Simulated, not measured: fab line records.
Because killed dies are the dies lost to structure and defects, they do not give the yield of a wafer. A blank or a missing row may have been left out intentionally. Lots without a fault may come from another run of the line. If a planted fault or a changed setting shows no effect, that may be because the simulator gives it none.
A lot that was struck, set against a sound lot	flow nand_harc	33 steps out of a route of 1302
Sound: the wafers L207.1, L207.3, L207.4. Struck: wafers L205.1, L205.2 (left out: L205.5, a lot-mate that was not struck); the cause follows at the end.
Each step with rows lists, per side, the tool, then ch with its chambers, then its first start. Under that, the readings that differ: sound wafers	struck wafers	difference of the means	sigmas: that difference in standard deviations of wafers without a fault.
alike: readings whose means differ by less than 2 such deviations, and words and numbers that are the same on both sides. not compared: withheld readings, readings that some wafer has no value for, bounds like >300 that may hide the same value, and numbers for which the record gives no deviation and whose values overlap.
The two part at a step that has a row with sigmas, a row that says differs or no value, or rows on one side only. Numbers that have no deviation but don't overlap get no sigmas and don't part them. A reading that every wafer of one side lacks parts them only if that side has two wafers or more.

first, 11 steps without rows for these wafers: NHARC_A_CHANNEL_HOLE_D1_DEP_00 (deposits aC, target thk 3100 nm); NHARC_A_CHANNEL_HOLE_D1_DEP_01 (deposits SiON, target thk 140 nm); NHARC_A_CHANNEL_HOLE_D1_DEHYDRATE_02 (time 120 s); NHARC_A_CHANNEL_HOLE_D1_HMDS_03 (time 30 s); NHARC_A_CHANNEL_HOLE_D1_COAT_36 (time 75 s); NHARC_A_CHANNEL_HOLE_D1_COAT_37 (time 65 s); NHARC_A_CHANNEL_HOLE_D1_COAT_04 (resist thk 90 nm); NHARC_A_CHANNEL_HOLE_D1_SOFTBAKE_05 (time 55 s); NHARC_A_CHANNEL_HOLE_D1_EBR_06; NHARC_A_CHANNEL_HOLE_D1_EXPOSE_07 (exposes mask HOLE D1, target cd 100 nm); NHARC_A_CHANNEL_HOLE_D1_PEB_08 (peb time 65 s).
NHARC_A_CHANNEL_HOLE_D1_DEVELOP_09: develop time 35 s.
  sound on litho_track-06 ch 0, day 17 14:00; struck on litho_track-04 ch 0, day 15 20:00
NHARC_A_CHANNEL_HOLE_D1_CD_MEAS_10 targets a cd of 100 nm.
  sound on cd_sem-01 ch 0, day 17 14:52; struck on cd_sem-01 ch 0, day 15 20:20
reading	sound	struck	difference	sigmas
cd_nm (nm)	100.9 100.0 100.8	101.7 101.2	+0.9	+2
NHARC_A_CHANNEL_HOLE_D1_DESCUM_15: chemistry O2, time 3 s.
  sound on rie_diel-06 ch 1,2,3, day 17 15:04; struck on rie_diel-06 ch 0,1, day 15 20:31
reading	sound	struck	difference	sigmas
rf_hours_counter_h (h)	8 8 8	5 5	-3	
model.A_CHANNEL_HOLE_D1.cd_nm (nm)	100.8 99.98 100.8	101.1 101.6	+0.8	
  alike: drypump_motor_current_A, mfc_ar_sccm, oes_product_au, rf_vpp_V, showerhead_plenum_p_Torr, throttle_valve_pct
then, 16 steps without rows for these wafers: NHARC_A_CHANNEL_HOLE_D1_ETCH_38 (etches the open film in CF4, target depth 39 nm, time 65 s); NHARC_A_CHANNEL_HOLE_D1_ETCH_39 (etches the open film in N2/H2, target depth 260 nm, time 325 s); NHARC_A_CHANNEL_HOLE_D1_ETCH_34 (etches the open film in CF4/CHF3, target depth 154 nm, time 77 s); NHARC_A_CHANNEL_HOLE_D1_ETCH_16 (etches the open film in O2/COS, target depth 3100 nm, time 806 s); NHARC_A_CHANNEL_HOLE_D1_ETCH_19 (etches the open film in C4F8/O2/Ar, time 34.5 s); NHARC_A_CHANNEL_HOLE_D1_ETCH_20 (etches the open film in C4F8/O2/Ar, time 361.9 s, target depth 1600 nm); NHARC_A_CHANNEL_HOLE_D1_ETCH_21 (etches the open film in C4F8/O2/Ar, time 514.3 s, target depth 1600 nm); NHARC_A_CHANNEL_HOLE_D1_ETCH_22 (etches the open film in C4F8/O2/Ar, time 666.7 s, target depth 1600 nm); NHARC_A_CHANNEL_HOLE_D1_ETCH_23 (etches the open film in C4F8/O2/Ar, time 819 s, target depth 1600 nm); NHARC_A_CHANNEL_HOLE_D1_ETCH_24 (etches the open film in C4F8/O2/Ar, time 906.2 s, target depth 1500 nm); NHARC_A_CHANNEL_HOLE_D1_ETCH_25 (etches the open film in C4F8/O2/Ar, time 1040.2 s, target depth 1500 nm); NHARC_A_CHANNEL_HOLE_D1_ETCH_26 (etches the open film in C4F8/O2/Ar, time 224.1 s, target depth 300 nm); NHARC_A_CHANNEL_HOLE_D1_ETCH_33 (etches the open film in C4F8/O2/Ar, time 90 s, target depth 400 nm); NHARC_A_CHANNEL_HOLE_D1_STRIP_41 (strips in N2/H2); NHARC_A_CHANNEL_HOLE_D1_STRIP_42 (strips in CF4/CHF3); NHARC_A_CHANNEL_HOLE_D1_STRIP_43 (strips in O2/COS).
NHARC_A_CHANNEL_HOLE_D1_ETCH_44: etches the open film in CF4/O2, target depth 140 nm, overetch 14 nm, time 77 s.
  sound on rie_diel-04 ch 0,2,3, day 17 20:59; struck on rie_diel-06 ch 1,3, day 16 08:43
reading	sound	struck	difference	sigmas
rf_hours_counter_h (h)	11 13 14	6 7	-6	
  alike: drypump_motor_current_A, mfc_ar_sccm, oes_f_703_au, oes_product_au, rf_vpp_V, showerhead_plenum_p_Torr, throttle_valve_pct
  not compared: model.A_CHANNEL_HOLE_D1.cd_nm
then, 2 steps without rows for these wafers: NHARC_A_CHANNEL_HOLE_D1_STRIP_27 (strips in O2); NHARC_END_SORT_01.

## WHERE THEY PART
Only at NHARC_A_CHANNEL_HOLE_D1_CD_MEAS_10, within this record. Later steps at which nothing parts them and some readings are alike: NHARC_A_CHANNEL_HOLE_D1_DESCUM_15, NHARC_A_CHANNEL_HOLE_D1_ETCH_44.

WHY: what the simulator had put in
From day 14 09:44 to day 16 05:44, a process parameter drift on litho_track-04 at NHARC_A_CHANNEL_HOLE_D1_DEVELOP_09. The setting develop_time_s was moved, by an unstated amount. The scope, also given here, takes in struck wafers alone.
